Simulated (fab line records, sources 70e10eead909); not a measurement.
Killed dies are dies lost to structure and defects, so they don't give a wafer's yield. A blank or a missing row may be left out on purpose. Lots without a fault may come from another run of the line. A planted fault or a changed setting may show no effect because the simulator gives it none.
fab line records | flow nand_harc
record lots=7 wafers=21 last_day=24
route steps=1159 shown A_STAIRCASE@730 END@1159
lots that met no fault: from a run of the same line without faults
start_h: hours from the record's first day to the start of the lot's first wafer shown | wait_h: hours since the lot's step before | " the same as in the row above | L1.1+2: a row that stands for several wafers | - no value, or no start given | * or withheld: withheld | < > ~ a bound
route shown NAME@n: a module of which the file shows steps, and the number in the route of the first | usual: mean/standard deviation of fault-free wafers | same: alike in all rows | chamber/n: place in a boat | sites: the reading at each site | _std_site: their standard deviation | _edge_site: outer sites' mean less inner sites' | radius_mm: how far each site lies from the wafer's centre | mask NAME#n: copy n | behind: the tool/chamber that last shaped the wafer | hold: why the lot was held/for how many hours/how that ended | device: the transistor (n, p or np) that didn't switch | end of line: the same wafers' tests at the end of the route | a step without rows: its recipe alone | killed: dies lost to structure and defects at the first sort, not the wafer's yield | map: a wafer's dies, x killed, . not, _ none there
set.NAME: the setting as run; set.NAME@STEP: as run at that earlier step | model.NAME: the simulator's own value behind a step, which no gauge read
lots at some steps of the route; a table a step, a row a wafer
services: from which hour (start_h, from the record's first day; less than 0 if before it) a tool's chamber was out of use, for how many hours, and why
## steps
# step NHARC_A_STAIRCASE_STRIP_447
# recipe time_s=900 temp_c=130 chemistry=SPM
# step NHARC_A_STAIRCASE_PRECLEAN_448
# recipe time_s=* temp_c=50 bath_age_min=0 chemistry=SC1
# step NHARC_A_STAIRCASE_SRD_449
# step NHARC_A_STAIRCASE_CMP_450
# recipe target_thk_nm=200 material=SiO2
# usual motor_current_A=12.3/1.4
# columns lot.wafer tool chamber start_h wait_h motor_current_A
L729.1 cmp-02 3 317.41 - 13.0
L729.6 " 3 " " 12.4
L729.5 " 0 " " 12.2
L731.4 cmp-03 2 317.64 - 10.5
L731.1 " 3 " " 11.5
L731.5 " 2 " " 10.0
L742.1 cmp-03 2 392.74 - 10.2
L742.3 " 0 " " 12.3
L742.6 " 2 " " 10.7
L745.3 cmp-01 3 404.57 - 11.6
L745.1 " 1 " " 14.5
L745.2 " 2 " " 12.3
L743.2 cmp-03 2 404.60 - 10.2
L743.6 " 1 " " 10.7
L743.5 " 2 " " 10.7
L746.2 cmp-03 1 409.43 - 10.3
L746.1 " 2 " " 10.4
L746.5 " 1 " " 10.7
L751.4 cmp-01 0 446.94 - 10.8
L751.2 " 3 " " 12.0
L751.5 " 1 " " 14.7
# step NHARC_A_STAIRCASE_CMP_152
# usual motor_current_A=12.2/1.3
# columns lot.wafer tool chamber start_h wait_h motor_current_A
L729.1 cmp-02 3 317.48 0.1 12.8
L729.6 " 3 " " 12.8
L729.5 " 0 " " 12.9
L731.4 cmp-03 2 317.72 0.1 11.1
L731.1 " 3 " " 11.2
L731.5 " 2 " " 10.8
L742.1 cmp-03 2 392.81 0.1 10.2
L742.3 " 0 " " 11.7
L742.6 " 2 " " 10.6
L745.3 cmp-01 3 404.64 0.1 12.1
L745.1 " 1 " " 14.7
L745.2 " 2 " " 12.6
L743.2 cmp-03 2 404.68 0.1 10.5
L743.6 " 1 " " 10.2
L743.5 " 2 " " 10.3
L746.2 cmp-03 1 409.50 0.1 10.4
L746.1 " 2 " " 10.1
L746.5 " 1 " " 11.4
L751.4 cmp-01 0 447.01 0.1 11.2
L751.2 " 3 " " 11.6
L751.5 " 1 " " 15.7
# step NHARC_A_STAIRCASE_SRD_154
# step NHARC_A_STAIRCASE_ETCH_403
# recipe target_depth_a=1082 chemistry=dHF material=SiO2
# step NHARC_A_STAIRCASE_ETCHBACK_422
# recipe target_depth_a=400 over_etch_frac=0.3 time_s=74.286 ion_energy_ev=120 ch3f_flow_sccm=50 o2_flow_sccm=30 ar_flow_sccm=200 rf_w=500 bias_w=100 chemistry=CH3F/O2
# usual drypump_motor_current_A=5.8/0.42 oes_product_au=0.97/0.04 rf_vpp_V=244.2/2.3 showerhead_plenum_p_Torr=2.45/0.15 throttle_valve_pct=20.662/0.0089
# columns lot.wafer tool chamber start_h wait_h drypump_motor_current_A oes_product_au rf_hours_counter_h rf_vpp_V showerhead_plenum_p_Torr throttle_valve_pct
L729.1 rie_diel-13 1 317.97 0.1 5.3 1.02 12 244.4 2.56 20.653
L729.5 " 3 " " 6.3 1.02 - 246.1 2.56 20.666
L729.6 " 0 " " 5.5 1.01 - 249.4 2.63 20.651
L731.4 rie_diel-13 1 318.18 0.1 5.3 1.00 12 245.3 2.56 20.669
L731.1 " 2 " " 6.4 1.01 13 243.6 2.29 20.665
L731.5 " 1 " " 5.3 0.99 - 247.1 2.56 20.655
L742.1 rie_diel-13 3 393.29 0.1 6.3 0.93 46 245.1 2.55 20.661
L742.3 " 0 " " 5.5 0.94 45 247.0 2.62 20.658
L742.6 " 3 " " 6.3 0.94 - 245.6 2.55 20.676
L745.3 rie_diel-12 1 405.11 0.1 6.0 1.01 5 243.4 2.36 20.669
L745.1 " 3 " " 6.0 1.00 6 242.7 2.29 20.647
L745.2 " 0 " " 5.1 1.02 6 246.9 2.63 20.644
L743.2 rie_diel-01 1 405.17 0.2 5.9 0.98 30 241.7 2.39 20.668
L743.5 " 2 " " 5.7 1.00 - 247.4 2.65 20.664
L743.6 " 3 " " 6.1 0.99 - 242.2 2.34 20.650
L746.2 rie_diel-01 1 409.97 0.1 5.9 0.91 32 243.7 2.39 20.659
L746.1 " 3 " " 6.0 0.92 35 242.6 2.34 20.645
L746.5 " 1 " " 5.9 0.91 - 242.7 2.39 20.673
L751.2 rie_diel-12 0 447.54 0.2 5.1 1.03 20 247.1 2.63 20.681
L751.4 " 3 " " 6.0 1.00 - 240.3 2.29 20.638
L751.5 " 0 " " 5.1 1.03 - 247.0 2.63 20.675
# step NHARC_A_STAIRCASE_ETCH_423
# recipe target_depth_a=300 chemistry=dHF material=SiO2
# step NHARC_A_STAIRCASE_ETCHBACK_157
# recipe target_depth_a=900 over_etch_frac=0.3 time_s=167.14 ion_energy_ev=120 ch3f_flow_sccm=50 o2_flow_sccm=30 ar_flow_sccm=200 rf_w=500 bias_w=100 chemistry=CH3F/O2
# usual drypump_motor_current_A=5.8/0.4 oes_product_au=0.97/0.034 rf_vpp_V=244.5/2.1 showerhead_plenum_p_Torr=2.47/0.15 throttle_valve_pct=20.663/0.009
# columns lot.wafer tool chamber start_h wait_h drypump_motor_current_A oes_product_au rf_hours_counter_h rf_vpp_V showerhead_plenum_p_Torr throttle_valve_pct
L729.1 rie_diel-12 2 318.34 0.2 6.2 0.94 38 240.4 2.30 20.666
L729.5 " 0 " " 5.2 0.91 - 245.8 2.64 20.664
L729.6 " 1 " " 6.0 0.94 - 243.4 2.37 20.678
L731.4 rie_diel-13 1 318.52 0.2 5.3 1.00 13 246.6 2.56 20.668
L731.1 " 2 " " 6.4 1.02 13 241.9 2.29 20.656
L731.5 " 2 " " 6.5 1.03 - 242.2 2.29 20.662
L742.3 rie_diel-12 1 393.69 0.2 6.1 1.01 1 243.6 2.37 20.682
L742.1 " 2 " " 6.2 1.00 2 242.5 2.29 20.653
L742.6 " 0 " " 5.1 1.02 - 246.7 2.63 20.667
L745.3 rie_diel-12 2 405.46 0.1 6.2 1.01 5 241.3 2.29 20.665
L745.1 " 3 " " 5.9 1.00 6 240.7 2.29 20.661
L745.2 " 0 " " 5.1 1.02 6 245.9 2.63 20.664
L743.2 rie_diel-01 1 405.50 0.2 5.9 0.98 30 242.8 2.39 20.659
L743.6 " 1 " " 5.9 0.97 - 243.1 2.39 20.674
L743.5 " 2 " " 5.7 1.00 - 245.4 2.64 20.646
L746.2 rie_diel-01 0 410.33 0.2 5.4 0.95 35 248.0 2.65 20.658
L746.1 " 3 " " 6.1 0.97 35 243.1 2.34 20.669
L746.5 " 0 " " 5.4 0.95 - 246.2 2.65 20.661
L751.2 rie_diel-01 3 447.91 0.2 6.1 0.92 46 242.1 2.34 20.664
L751.4 " 0 " " 5.4 0.92 46 246.5 2.64 20.660
L751.5 " 0 " " 5.4 0.92 - 248.0 2.64 20.666
# step NHARC_A_STAIRCASE_STRIP_475
# recipe time_s=20 o2_flow_sccm=500 ar_flow_sccm=0 bias_w=0 chemistry=O2
# usual drypump_motor_current_A=5.8/0.39 oes_product_au=1.002/0.014 rf_vpp_V=57.8/0.94 showerhead_plenum_p_Torr=3.54/0.2 throttle_valve_pct=17.036/0.01
# columns lot.wafer tool chamber start_h wait_h drypump_motor_current_A oes_product_au rf_hours_counter_h rf_vpp_V showerhead_plenum_p_Torr throttle_valve_pct
L729.1 rie_diel-12 0 - - 5.1 0.988 39 59.7 3.78 17.042
L729.5 " 0 " " 5.1 0.996 - 58.2 3.78 17.031
L729.6 " 1 " " 6.0 1.028 - 58.3 3.41 17.030
L731.1 rie_diel-13 3 - - 6.3 1.005 16 58.8 3.67 17.054
L731.4 " 1 " " 5.3 1.004 13 57.6 3.67 17.043
L731.5 " 3 " " 6.3 1.023 - 58.9 3.67 17.030
L742.1 rie_diel-12 3 - - 6.0 0.990 2 58.3 3.30 17.030
L742.3 " 1 " " 6.0 1.002 1 57.5 3.40 17.021
L742.6 " 2 " " 6.2 1.002 - 58.0 3.30 17.044
L745.1 rie_diel-12 2 - - 6.2 1.002 5 56.7 3.30 17.030
L745.2 " 0 " " 5.2 1.017 6 57.7 3.77 17.019
L745.3 " 1 " " 6.1 1.011 5 57.3 3.40 17.023
L743.2 rie_diel-01 0 - - 5.4 0.993 33 59.7 3.79 17.027
L743.6 " 1 " " 5.9 0.985 - 58.5 3.43 17.040
L743.5 " 2 " " 5.7 1.000 - 58.4 3.79 17.024
L746.1 rie_diel-01 0 - - 5.4 0.992 35 57.6 3.79 17.045
L746.2 " 3 " " 6.1 1.005 35 57.3 3.36 17.043
L746.5 " 0 " " 5.4 0.995 - 59.7 3.79 17.038
L751.2 rie_diel-01 0 - - 5.4 0.988 46 56.9 3.78 17.032
L751.4 " 3 " " 6.1 0.993 46 57.9 3.36 17.022
L751.5 " 0 " " 5.4 0.981 - 59.6 3.78 17.039
# step NHARC_A_STAIRCASE_DEP_471
# recipe target_thk_a=1000 temp_c=400 pressure_torr=6.5 rf_w=900 teos_flow_sccm=161.4 flow_sccm=2650 target_thk_nm=100 gas=O2 material=SiO2
# usual heater_power_w=540/76 mfc_precursor_sccm=161.4/0.44 throttle_valve_pct=16.0/0.7
# columns lot.wafer tool chamber start_h wait_h heater_power_w mfc_precursor_sccm throttle_valve_pct
L729.1 pecvd-01 2 318.61 - 538 161.2 15.2
L729.5 " 2 " " 534 161.4 14.8
L729.6 " 0 " " 554 160.8 17.0
L731.1 pecvd-04 1 318.89 - 535 160.3 16.4
L731.5 " 2 " " 460 161.8 16.0
L731.4 " 0 " " 538 160.6 15.8
L742.3 pecvd-01 0 393.93 - 489 183.0 17.7
L742.1 " 2 " " 510 182.0 15.4
L742.6 " 1 " " 582 183.9 16.9
L745.2 pecvd-01 1 405.75 - 494 182.3 16.9
L745.3 " 2 " " 496 182.5 15.5
L745.1 " 0 " " 577 183.1 17.7
L743.2 pecvd-01 0 406.32 - 537 183.8 17.9
L743.6 " 2 " " 548 182.6 15.2
L743.5 " 0 " " 558 183.1 17.4
L746.1 pecvd-04 1 410.62 - 518 161.6 16.5
L746.2 " 0 " " 518 160.6 15.4
L746.5 " 0 " " 526 161.2 15.5
L751.2 pecvd-02 1 448.43 - 578 161.9 15.9
L751.4 " 2 " " 720 160.9 15.2
L751.5 " 0 " " 441 161.0 16.0
# step NHARC_A_STAIRCASE_CMP_472
# recipe material=SiO2
# step NHARC_END_SORT_01
# recipe temp_c=25
# usual killed_at_array=26/9.7 killed_at_other=1.0/1.2 killed_at_periphery=3.9/2.6 killed_dies=31/9.7 killed_open=3.2/1.8 killed_short=2.0/1.3
# same gross_dies=677
# columns lot.wafer tool chamber start_h wait_h killed_at_array killed_at_other killed_at_periphery killed_dies killed_open killed_short
L731.1 prober-02 0 445.07 2.5 18 0 6 24 5 1
L731.4 prober-02 0 447.45 3.4 9 2 8 19 2 3
L731.5 prober-02 0 448.24 3.7 11 1 2 14 1 3
L746.1 prober-02 0 550.06 2.5 22 0 8 30 2 5
L746.2 prober-02 0 550.85 2.8 20 1 3 24 2 3
L746.5 prober-02 0 553.25 3.7 16 0 5 21 1 1
L743.2 prober-01 0 550.71 2.8 43 0 0 43 2 1
L743.5 prober-01 0 553.09 3.7 50 0 0 50 1 4
L743.6 prober-01 0 553.88 4.0 43 0 4 47 5 2
# killed by level:class
L731.1 A_ZERO_WELL:chamber_film_flake=5 A_STAIRCASE:chamber_film_flake=4 A_WL_FILL:chamber_film_flake=4 P_CONTACT:geometric_particle:open=2 P_CONTACT:chamber_film_flake=2 P_CONTACT:geometric_particle:short=1 A_CHANNEL_FILL_D1:geometric_particle:open=1 A_WL_FILL:geometric_particle:open=1
L731.4 P_CONTACT:chamber_film_flake=5 A_STAIRCASE:chamber_film_flake=3 P_ZERO_WELL:chamber_film_flake=2 THIN_TSV:chamber_film_flake=2 P_CONTACT:geometric_particle:short=1 A_ONON_D1:geometric_particle:short=1 A_ONON_D1:geometric_particle:open=1 A_WL_FILL:geometric_particle:short=1
L731.5 A_STAIRCASE:chamber_film_flake=6 A_CONTACT:chamber_film_flake=2 P_CONTACT:geometric_particle:open=1 P_CONTACT:geometric_particle:short=1 A_CHANNEL_FILL_D1:geometric_particle:short=1 STARTING-WAFER:geometric_particle:short=1 A_ZERO_WELL:chamber_film_flake=1 A_SLIT:chamber_film_flake=1
L746.1 A_CHANNEL_HOLE_D1:chamber_film_flake=7 A_CONTACT:chamber_film_flake=6 P_GATE:chamber_film_flake=4 A_M1:chamber_film_flake=4 A_WL_FILL:geometric_particle:short=2 P_CONTACT:geometric_particle:short=1 P_M1:geometric_particle:open=1 P_M2:geometric_particle:short=1
L743.2 A_CHANNEL_HOLE_D1:chamber_film_flake=18 A_SLIT:chamber_film_flake=18 A_CONTACT:chamber_film_flake=4 A_M0:geometric_particle:open=2 A_WL_FILL:geometric_particle:short=1
L746.2 A_CHANNEL_HOLE_D1:chamber_film_flake=6 A_CONTACT:chamber_film_flake=5 P_GATE:chamber_film_flake=3 A_M1:chamber_film_flake=3 A_STAIRCASE:chamber_film_flake=2 A_STAIRCASE:geometric_particle:open=1 A_WL_FILL:geometric_particle:short=1 A_CONTACT:geometric_particle:open=1
L743.5 A_CHANNEL_HOLE_D1:chamber_film_flake=24 A_SLIT:chamber_film_flake=9 A_CONTACT:chamber_film_flake=7 A_STAIRCASE:chamber_film_flake=3 A_CHANNEL_FILL_D1:geometric_particle:short=2 A_CHANNEL_HOLE_D1:geometric_particle:short=1 A_CHANNEL_FILL_D1:geometric_particle:open=1 A_M0:geometric_particle:short=1
L746.5 A_CONTACT:chamber_film_flake=6 A_CHANNEL_HOLE_D1:chamber_film_flake=4 P_GATE:chamber_film_flake=4 P_M0:geometric_particle:short=1 A_CONTACT:geometric_particle:open=1 A_CHANNEL_FILL_D1:chamber_film_flake=1 A_STAIRCASE:chamber_film_flake=1 A_SLIT:chamber_film_flake=1
L743.6 A_SLIT:chamber_film_flake=17 A_CHANNEL_HOLE_D1:chamber_film_flake=12 A_CONTACT:chamber_film_flake=8 P_CONTACT:geometric_particle:open=1 P_M0:geometric_particle:open=1 P_M1:geometric_particle:open=1 A_WL_FILL:geometric_particle:open=1 A_CONTACT:geometric_particle:short=1
## services
# columns tool chamber start_h hours kind
cmp-03 - 300.70 0.5 repair
cmp-02 - 312.26 4.7 repair
rie_diel-01 - 316.00 9.0 pm
cmp-01 - 316.73 0.6 repair
cmp-01 - 317.53 0.3 repair
cmp-02 - 324.50 4.0 pm
pecvd-02 - 334.07 13.0 pm
cmp-03 - 348.76 0.5 repair
cmp-03 - 351.99 30.9 repair
rie_diel-01 1 369.10 7.0 repair
cmp-01 - 375.60 4.0 pm
pecvd-04 - 376.11 13.0 pm
rie_diel-12 - 379.58 9.0 pm
cmp-01 - 380.03 0.7 repair
cmp-03 - 382.90 4.0 pm
cmp-03 - 388.46 1.7 repair
cmp-02 - 390.57 0.7 repair
cmp-02 - 404.12 11.9 repair
rie_diel-01 1 414.49 3.9 repair
pecvd-04 0 416.91 15.0 repair
pecvd-01 - 418.20 13.0 pm
cmp-02 - 422.50 4.0 pm
rie_diel-12 0 424.00 7.0 repair
rie_diel-12 1 447.06 3.3 repair
## key
first_sign step=NHARC_A_STAIRCASE_DEP_471 reading=mfc_precursor_sccm direction=up sigmas=49 usual=161.4 struck=182.9
effect none on later readings
met_at NHARC_A_STAIRCASE_DEP_471
struck_wafers L742.1,L742.3,L742.6,L743.2,L743.5,L743.6,L745.1,L745.2,L745.3
tester_left_out L742,L743,L745
onset_between 318.61 393.93
fault kind=process_parameter_drift tool=pecvd-01 chamber=- onset_h=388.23 steps=NHARC_A_STAIRCASE_DEP_471 channel=teos_flow_sccm offset=* shape=step end_h=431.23 acts_in=* stated=*
# tester_left_out: of these lots the tester's yield and bins aren't shown, on N5 and GAA mostly nor the transistor test; their killed dies are dies lost to structure and defects alone, not to doping, threshold or leakage, so they don't give the yield
